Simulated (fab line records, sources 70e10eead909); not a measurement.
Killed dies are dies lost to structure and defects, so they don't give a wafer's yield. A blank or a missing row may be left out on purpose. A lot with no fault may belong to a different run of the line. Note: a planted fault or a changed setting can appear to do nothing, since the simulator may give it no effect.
fab line records || flow nand-harc
record {"lots": 5, "wafers": 15, "last-day": 30}
route steps=1302 shown P_STI@107 P_GATE@110 END@1302
lots untouched by any fault: they come from a run of this same line in which no faults occurred
start-h: hours from the record's first day to the start of the lot's first wafer shown || wait-h: time in hours since the lot's previous step || " unchanged from the row above || L1.1+2: a row that stands for several wafers || - no value present, or no start provided || * or withheld: withheld || < > ~ a bound
route shown NAME@n: NAME is a module with steps in the file, n the number in the route of the first one || usual: the fault-free wafers' mean and standard deviation || same: alike in all rows || chamber/n: place in a boat || sites: readings site by site || _std_site: the standard deviation of these || _edge_site: the outer-site mean with the inner-site mean subtracted || radius-mm: how far each site lies from the wafer's centre || mask NAME#n: copy n || behind: the last tool/chamber to shape the wafer || hold: why the lot was held/for how many hours/how that ended || device: names the non-switching transistor (n, p or np) || end of line: the same wafers' tests at the end of the route || a step given without rows: its recipe and nothing more || killed: dies that structure and defects cost at the first sort, which is not the same as the wafer's yield || map: per-die view of a wafer (x killed, . not killed, _ where there is no die)
set.NAME: setting as actually run; set.NAME@STEP: the setting as run at that earlier step || model.NAME: the simulator's own value behind a step, which no gauge read
certain route steps with their lots: each step a table, each wafer a row
services: a tool's chamber out of use, with start hour (start-h, from the record's first day; less than 0 if before it), hours out, and reason
## steps
# step NHARC_P_STI_SRD_39
# step NHARC_P_STI_OXIDE_40
# recipe {"target-thk-a": 100, "temp-c": 900, "ox-time-s": 1362, "material": "SiO2"}
# step NHARC_P_STI_INSPECT_25
# usual {"raw-defect-count": "209/73"}
{"lot.wafer": "L518.2", "tool": "defect-inspect-01", "chamber": "-", "start-h": 83.30, "wait-h": 0.4, "raw-defect-count": 109}
{"lot.wafer": "L518.4", "tool": "defect-inspect-01", "chamber": "-", "start-h": 83.30, "wait-h": 0.4, "raw-defect-count": 129}
{"lot.wafer": "L518.5", "tool": "defect-inspect-01", "chamber": "-", "start-h": 83.30, "wait-h": 0.4, "raw-defect-count": 159}
{"lot.wafer": "L523.1", "tool": "defect-inspect-01", "chamber": "-", "start-h": 129.38, "wait-h": 0.4, "raw-defect-count": 321}
{"lot.wafer": "L523.4", "tool": "defect-inspect-01", "chamber": "-", "start-h": 129.38, "wait-h": 0.4, "raw-defect-count": 275}
{"lot.wafer": "L523.6", "tool": "defect-inspect-01", "chamber": "-", "start-h": 129.38, "wait-h": 0.4, "raw-defect-count": 247}
{"lot.wafer": "L526.1", "tool": "defect-inspect-02", "chamber": "-", "start-h": 162.84, "wait-h": 0.4, "raw-defect-count": 333}
{"lot.wafer": "L526.2", "tool": "defect-inspect-02", "chamber": "-", "start-h": 162.84, "wait-h": 0.4, "raw-defect-count": 214}
{"lot.wafer": "L526.5", "tool": "defect-inspect-02", "chamber": "-", "start-h": 162.84, "wait-h": 0.4, "raw-defect-count": 376}
{"lot.wafer": "L533.2", "tool": "defect-inspect-01", "chamber": "-", "start-h": 229.80, "wait-h": 0.4, "raw-defect-count": 228}
{"lot.wafer": "L533.3", "tool": "defect-inspect-01", "chamber": "-", "start-h": 229.80, "wait-h": 0.4, "raw-defect-count": 173}
{"lot.wafer": "L533.5", "tool": "defect-inspect-01", "chamber": "-", "start-h": 229.80, "wait-h": 0.4, "raw-defect-count": 133}
{"lot.wafer": "L534.3", "tool": "defect-inspect-01", "chamber": "-", "start-h": 239.37, "wait-h": 0.4, "raw-defect-count": 237}
{"lot.wafer": "L534.5", "tool": "defect-inspect-01", "chamber": "-", "start-h": 239.37, "wait-h": 0.4, "raw-defect-count": 169}
{"lot.wafer": "L534.6", "tool": "defect-inspect-01", "chamber": "-", "start-h": 239.37, "wait-h": 0.4, "raw-defect-count": 304}
# step NHARC_P_GATE_ETCH_69
# recipe {"target-depth-a": 140, "chemistry": "dHF", "material": "SiO2"}
# step NHARC_P_GATE_PRECLEAN_70
# recipe {"time-s": "*", "temp-c": 50, "bath-age-min": 0, "chemistry": "SC1"}
# step NHARC_P_GATE_SRD_01
# step NHARC_P_GATE_OXIDE_02
# recipe {"target-thk-a": 375, "temp-c": 950, "p-h2o-torr": 720, "ox-time-s": 365, "material": "SiO2"}
# step NHARC_P_GATE_DEHYDRATE_03
# recipe {"temp-c": 150, "time-s": 120}
# step NHARC_P_GATE_HMDS_04
# recipe {"time-s": 30}
# step NHARC_P_GATE_COAT_05
# recipe {"spin-rpm": 4690}
# step NHARC_P_GATE_SOFTBAKE_06
# recipe {"temp-c": 122, "time-s": 95}
# step NHARC_P_GATE_EBR_07
# step NHARC_P_GATE_EXPOSE_08
# recipe {"na": 0.6, "dose-mj": 16.75, "mask-id": "P_HV"}
# usual {"focus-offset-nm": "0.0/0.57"}
{"lot.wafer": "L518.2", "tool": "krf-scanner-01", "chamber": 0, "start-h": 91.64, "wait-h": "-", "mask": "P_HV#0", "focus-offset-nm": 1.7}
{"lot.wafer": "L518.4", "tool": "krf-scanner-01", "chamber": 0, "start-h": 91.64, "wait-h": "-", "mask": "P_HV#0", "focus-offset-nm": 1.1}
{"lot.wafer": "L518.5", "tool": "krf-scanner-01", "chamber": 0, "start-h": 91.64, "wait-h": "-", "mask": "P_HV#0", "focus-offset-nm": 0.5}
{"lot.wafer": "L523.1", "tool": "krf-scanner-02", "chamber": 0, "start-h": 138.78, "wait-h": "-", "mask": "P_PSD#0", "focus-offset-nm": -0.4}
{"lot.wafer": "L523.4", "tool": "krf-scanner-02", "chamber": 0, "start-h": 138.78, "wait-h": "-", "mask": "P_PSD#0", "focus-offset-nm": -0.3}
{"lot.wafer": "L523.6", "tool": "krf-scanner-02", "chamber": 0, "start-h": 138.78, "wait-h": "-", "mask": "P_PSD#0", "focus-offset-nm": 0.2}
{"lot.wafer": "L526.1", "tool": "krf-scanner-03", "chamber": 0, "start-h": 171.19, "wait-h": "-", "mask": "P_HV#0", "focus-offset-nm": 0.9}
{"lot.wafer": "L526.2", "tool": "krf-scanner-03", "chamber": 0, "start-h": 171.19, "wait-h": "-", "mask": "P_HV#0", "focus-offset-nm": 1.0}
{"lot.wafer": "L526.5", "tool": "krf-scanner-03", "chamber": 0, "start-h": 171.19, "wait-h": "-", "mask": "P_HV#0", "focus-offset-nm": 1.2}
{"lot.wafer": "L533.2", "tool": "krf-scanner-02", "chamber": 0, "start-h": 238.13, "wait-h": "-", "mask": "P_HV#0", "focus-offset-nm": 0.5}
{"lot.wafer": "L533.3", "tool": "krf-scanner-02", "chamber": 0, "start-h": 238.13, "wait-h": "-", "mask": "P_HV#0", "focus-offset-nm": 1.0}
{"lot.wafer": "L533.5", "tool": "krf-scanner-02", "chamber": 0, "start-h": 238.13, "wait-h": "-", "mask": "P_HV#0", "focus-offset-nm": 0.7}
{"lot.wafer": "L534.3", "tool": "krf-scanner-02", "chamber": 0, "start-h": 250.36, "wait-h": "-", "mask": "P_HV#0", "focus-offset-nm": -0.9}
{"lot.wafer": "L534.5", "tool": "krf-scanner-02", "chamber": 0, "start-h": 250.36, "wait-h": "-", "mask": "P_HV#0", "focus-offset-nm": -0.5}
{"lot.wafer": "L534.6", "tool": "krf-scanner-02", "chamber": 0, "start-h": 250.36, "wait-h": "-", "mask": "P_HV#0", "focus-offset-nm": -1.0}
# step NHARC_P_GATE_PEB_09
# recipe {"peb-temp-c": 118, "peb-time-s": 85}
# step NHARC_P_GATE_DEVELOP_10
# recipe {"time-s": 70}
# step NHARC_P_GATE_CD_MEAS_11
# recipe {"target-cd-nm": 1640, "landing-energy-ev": 500}
# usual {"cd-nm": "1640.2/1.1"}
{"lot.wafer": "L518.2", "tool": "cd-sem-03", "chamber": 0, "start-h": 91.79, "wait-h": "-", "cd-nm": 1637.9}
{"lot.wafer": "L518.4", "tool": "cd-sem-03", "chamber": 0, "start-h": 91.79, "wait-h": "-", "cd-nm": 1639.4}
{"lot.wafer": "L518.5", "tool": "cd-sem-03", "chamber": 0, "start-h": 91.79, "wait-h": "-", "cd-nm": 1638.7}
{"lot.wafer": "L523.1", "tool": "cd-sem-02", "chamber": 0, "start-h": 138.93, "wait-h": "-", "cd-nm": "-"}
{"lot.wafer": "L523.4", "tool": "cd-sem-02", "chamber": 0, "start-h": 138.93, "wait-h": "-", "cd-nm": "-"}
{"lot.wafer": "L523.6", "tool": "cd-sem-02", "chamber": 0, "start-h": 138.93, "wait-h": "-", "cd-nm": "-"}
{"lot.wafer": "L526.1", "tool": "cd-sem-03", "chamber": 0, "start-h": 171.34, "wait-h": "-", "cd-nm": 1641.3}
{"lot.wafer": "L526.2", "tool": "cd-sem-03", "chamber": 0, "start-h": 171.34, "wait-h": "-", "cd-nm": 1638.9}
{"lot.wafer": "L526.5", "tool": "cd-sem-03", "chamber": 0, "start-h": 171.34, "wait-h": "-", "cd-nm": 1641.1}
{"lot.wafer": "L533.2", "tool": "cd-sem-02", "chamber": 0, "start-h": 238.28, "wait-h": "-", "cd-nm": 1638.8}
{"lot.wafer": "L533.3", "tool": "cd-sem-02", "chamber": 0, "start-h": 238.28, "wait-h": "-", "cd-nm": 1639.1}
{"lot.wafer": "L533.5", "tool": "cd-sem-02", "chamber": 0, "start-h": 238.28, "wait-h": "-", "cd-nm": 1639.3}
{"lot.wafer": "L534.3", "tool": "cd-sem-02", "chamber": 0, "start-h": 250.52, "wait-h": "-", "cd-nm": 1640.8}
{"lot.wafer": "L534.5", "tool": "cd-sem-02", "chamber": 0, "start-h": 250.52, "wait-h": "-", "cd-nm": 1640.6}
{"lot.wafer": "L534.6", "tool": "cd-sem-02", "chamber": 0, "start-h": 250.52, "wait-h": "-", "cd-nm": 1641.0}
# step NHARC_P_GATE_HARDBAKE_12
# recipe {"temp-c": 125, "time-s": 80}
# step NHARC_END_SORT_01
# recipe {"temp-c": 25}
# usual {"killed-at-array": "56/20", "killed-at-other": "1/1.3", "killed-at-periphery": "3.5/2.7", "killed-dies": "60/20", "killed-open": "3.3/1.6", "killed-short": "2.4/1.5"}
# same {"gross-dies": 677}
{"lot.wafer": "L518.2", "tool": "prober-02", "chamber": 0, "start-h": 564.46, "wait-h": 2.8, "killed-at-array": 57, "killed-at-other": 0, "killed-at-periphery": 12, "killed-dies": 69, "killed-open": 6, "killed-short": 4}
{"lot.wafer": "L518.4", "tool": "prober-02", "chamber": 0, "start-h": 566.06, "wait-h": 3.4, "killed-at-array": 66, "killed-at-other": 1, "killed-at-periphery": 12, "killed-dies": 79, "killed-open": 1, "killed-short": 2}
{"lot.wafer": "L518.5", "tool": "prober-02", "chamber": 0, "start-h": 566.86, "wait-h": 3.7, "killed-at-array": 86, "killed-at-other": 1, "killed-at-periphery": 11, "killed-dies": 98, "killed-open": 4, "killed-short": 3}
{"lot.wafer": "L523.1", "tool": "prober-01", "chamber": 0, "start-h": 618.88, "wait-h": 2.4, "killed-at-array": 63, "killed-at-other": 0, "killed-at-periphery": 614, "killed-dies": 677, "killed-open": 5, "killed-short": 3}
{"lot.wafer": "L523.4", "tool": "prober-01", "chamber": 0, "start-h": 621.25, "wait-h": 3.4, "killed-at-array": 51, "killed-at-other": 2, "killed-at-periphery": 624, "killed-dies": 677, "killed-open": 3, "killed-short": 1}
{"lot.wafer": "L523.6", "tool": "prober-01", "chamber": 0, "start-h": 622.83, "wait-h": 4.0, "killed-at-array": 51, "killed-at-other": 0, "killed-at-periphery": 626, "killed-dies": 677, "killed-open": 5, "killed-short": 1}
{"lot.wafer": "L534.3", "tool": "prober-01", "chamber": 0, "start-h": 723.58, "wait-h": 3.1, "killed-at-array": 45, "killed-at-other": 0, "killed-at-periphery": 1, "killed-dies": 46, "killed-open": 2, "killed-short": 7}
{"lot.wafer": "L534.5", "tool": "prober-01", "chamber": 0, "start-h": 725.19, "wait-h": 3.7, "killed-at-array": 63, "killed-at-other": 1, "killed-at-periphery": 4, "killed-dies": 68, "killed-open": 6, "killed-short": 5}
{"lot.wafer": "L534.6", "tool": "prober-01", "chamber": 0, "start-h": 726.00, "wait-h": 4.0, "killed-at-array": 40, "killed-at-other": 1, "killed-at-periphery": 3, "killed-dies": 44, "killed-open": 4, "killed-short": 4}
# killed by level:class
L518.2 A_SLIT:chamber-film-flake=21 A_CHANNEL_HOLE_D1:chamber-film-flake=19 P_ZERO_WELL:chamber-film-flake=4 P_M0:chamber-film-flake=4 A_CONTACT:chamber-film-flake=4 A_STAIRCASE:chamber-film-flake=3 P_CONTACT:geometric-particle:open=2 A_CHANNEL_HOLE_D2:chamber-film-flake=2
L518.4 A_SLIT:chamber-film-flake=22 A_CHANNEL_HOLE_D1:chamber-film-flake=21 A_CHANNEL_HOLE_D2:chamber-film-flake=7 A_STAIRCASE:chamber-film-flake=6 P_ZERO_WELL:chamber-film-flake=4 P_GATE:chamber-film-flake=4 P_M0:chamber-film-flake=4 A_WL_FILL:chamber-film-flake=3
L518.5 A_CHANNEL_HOLE_D1:chamber-film-flake=39 A_SLIT:chamber-film-flake=25 A_CHANNEL_HOLE_D2:chamber-film-flake=6 A_STAIRCASE:chamber-film-flake=5 P_ZERO_WELL:chamber-film-flake=3 P_GATE:chamber-film-flake=3 P_M0:chamber-film-flake=3 A_WL_FILL:chamber-film-flake=3
L523.1 P_GATE:area-expose=608 A_SLIT:chamber-film-flake=24 A_CHANNEL_HOLE_D2:chamber-film-flake=14 A_CONTACT:chamber-film-flake=8 A_CHANNEL_HOLE_D1:chamber-film-flake=5 P_CONTACT:geometric-particle:open=2 A_ZERO_WELL:chamber-film-flake=2 A_M1:chamber-film-flake=2
L523.4 P_GATE:area-expose=620 A_SLIT:chamber-film-flake=19 A_CONTACT:chamber-film-flake=12 A_CHANNEL_HOLE_D2:chamber-film-flake=9 A_M1:chamber-film-flake=6 A_CHANNEL_HOLE_D1:chamber-film-flake=3 P_M0:geometric-particle:open=1 A_SOURCE_PLATE:geometric-particle:short=1
L523.6 P_GATE:area-expose=624 A_SLIT:chamber-film-flake=27 A_CHANNEL_HOLE_D2:chamber-film-flake=8 A_CONTACT:chamber-film-flake=5 A_ONON_D1:geometric-particle:open=2 A_ZERO_WELL:chamber-film-flake=2 A_M1:chamber-film-flake=2 A_CHANNEL_FILL_D1:geometric-particle:short=1
L534.3 A_CHANNEL_HOLE_D1:chamber-film-flake=20 A_SLIT:chamber-film-flake=6 A_STAIRCASE:chamber-film-flake=4 A_ONON_D2:geometric-particle:short=2 A_WL_FILL:chamber-film-flake=2 A_CONTACT:chamber-film-flake=2 A_ONON_D1:geometric-particle:short=1 A_CHANNEL_FILL_D1:geometric-particle:short=1
L534.5 A_CHANNEL_HOLE_D1:chamber-film-flake=36 A_CONTACT:chamber-film-flake=10 A_SLIT:chamber-film-flake=4 A_STAIRCASE:chamber-film-flake=3 A_CHANNEL_FILL_D2:geometric-particle:short=2 P_GATE:geometric-particle:open=1 P_CONTACT:geometric-particle:open=1 P_M0:geometric-particle:open=1
L534.6 A_CHANNEL_HOLE_D1:chamber-film-flake=16 A_SLIT:chamber-film-flake=7 A_STAIRCASE:chamber-film-flake=4 A_CONTACT:chamber-film-flake=3 A_CHANNEL_FILL_D2:geometric-particle:open=2 A_CHANNEL_FILL_D2:geometric-particle:short=2 A_M1:chamber-film-flake=2 P_GATE:geometric-particle:open=1
# map L523.1 (x killed, . not)
____________x____________
_________xxxxxxx_________
_______xxxxxxxxxxx_______
______xxxxxxxxxxxxx______
_____xxxxxxxxxxxxxxx_____
____xxxxxxxxxxxxxxxxx____
____xxxxxxxxxxxxxxxxx____
___xxxxxxxxxxxxxxxxxxx___
___xxxxxxxxxxxxxxxxxxx___
__xxxxxxxxxxxxxxxxxxxxx__
__xxxxxxxxxxxxxxxxxxxxx__
_xxxxxxxxxxxxxxxxxxxxxxx_
_xxxxxxxxxxxxxxxxxxxxxxx_
_xxxxxxxxxxxxxxxxxxxxxxx_
_xxxxxxxxxxxxxxxxxxxxxxx_
_xxxxxxxxxxxxxxxxxxxxxxx_
xxxxxxxxxxxxxxxxxxxxxxxxx
xxxxxxxxxxxxxxxxxxxxxxxxx
xxxxxxxxxxxxxxxxxxxxxxxxx
xxxxxxxxxxxxxxxxxxxxxxxxx
xxxxxxxxxxxxxxxxxxxxxxxxx
_xxxxxxxxxxxxxxxxxxxxxxx_
_xxxxxxxxxxxxxxxxxxxxxxx_
_xxxxxxxxxxxxxxxxxxxxxxx_
_xxxxxxxxxxxxxxxxxxxxxxx_
_xxxxxxxxxxxxxxxxxxxxxxx_
__xxxxxxxxxxxxxxxxxxxxx__
__xxxxxxxxxxxxxxxxxxxxx__
___xxxxxxxxxxxxxxxxxxx___
___xxxxxxxxxxxxxxxxxxx___
____xxxxxxxxxxxxxxxxx____
____xxxxxxxxxxxxxxxxx____
_____xxxxxxxxxxxxxxx_____
______xxxxxxxxxxxxx______
_______xxxxxxxxxxx_______
_________xxxxxxx_________
____________x____________
# map L533.3 (x killed, . not)
____________.____________
_________......._________
_______..........._______
______.............______
_____..............._____
____.........x.......____
____.................____
___................x..___
___..............x....___
__.....................__
__.....................__
_x.x...................._
_xx....................._
_.xx...................._
_xxx.............x...x.._
_x.x................x..._
xxx.....x...........x....
xxx.xx.......x......xx...
xx....xx.........xxx.....
x........xx......xxxx....
.................x.xx....
_...............xx.xx.x._
_....x...x.......xxxx.x._
_.......x.....xx....x..._
_...............xx......_
_............x.xx.xx...._
__............xxxx.....__
__...........xxxxxxxx..__
___.............xxx...___
___...........xxxxxx..___
____............xx.x.____
____..........xx.....____
_____.............xx_____
______.......x.....______
_______..........._______
_________......._________
____________.____________
## services
{"tool": "krf-scanner-02", "chamber": 0, "start-h": 93.32, "hours": "-", "kind": "calibration"}
{"tool": "krf-scanner-02", "chamber": "-", "start-h": 94.00, "hours": 4.0, "kind": "pm"}
{"tool": "krf-scanner-03", "chamber": "-", "start-h": 95.67, "hours": 0.3, "kind": "repair"}
{"tool": "krf-scanner-01", "chamber": "-", "start-h": 140.00, "hours": 4.0, "kind": "pm"}
{"tool": "krf-scanner-03", "chamber": 0, "start-h": 147.38, "hours": "-", "kind": "calibration"}
{"tool": "krf-scanner-03", "chamber": "-", "start-h": 158.69, "hours": 1.0, "kind": "repair"}
{"tool": "krf-scanner-03", "chamber": "-", "start-h": 224.00, "hours": 4.0, "kind": "pm"}
{"tool": "krf-scanner-03", "chamber": "-", "start-h": 232.30, "hours": 1.0, "kind": "repair"}
{"tool": "krf-scanner-01", "chamber": 0, "start-h": 234.23, "hours": "-", "kind": "calibration"}
{"tool": "krf-scanner-03", "chamber": "-", "start-h": 246.68, "hours": 0.8, "kind": "repair"}
## key
first-sign {"step": "NHARC_P_GATE_EXPOSE_08", "reading": "mask", "direction": "changed"}
effect {"step": "NHARC_P_GATE_CD_MEAS_11", "reading": "cd-nm", "direction": "missing"}
effect {"step": "NHARC_END_SORT_01", "reading": "killed-at-periphery", "direction": "up", "sigmas": "99+", "usual": 3.5, "struck": 621.3}
more-kills-born-at {"NHARC_P_GATE_EXPOSE_08@krf-scanner-02": 1852}
met-at NHARC_P_GATE_EXPOSE_08
struck-wafers L523.1,L523.4,L523.6
later-rows-left-out L523.1,L523.4,L523.6
tester-left-out L523
fault {"kind": "wrong-mask", "tool": "any", "chamber": "-", "onset-h": 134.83, "steps": "NHARC_P_GATE_EXPOSE_08", "aux-copy": "P_PSD#0", "scope": "struck-lots-only"}
# tester-left-out: of these lots the tester's yield and bins aren't shown, on N5 and GAA mostly nor the transistor test; their killed dies are dies lost to structure and defects alone, not to doping, threshold or leakage, so they don't give the yield
# later-rows-left-out: the simulator's readings of these wafers behind a module that went badly wrong aren't trusted and aren't shown, but for the sort
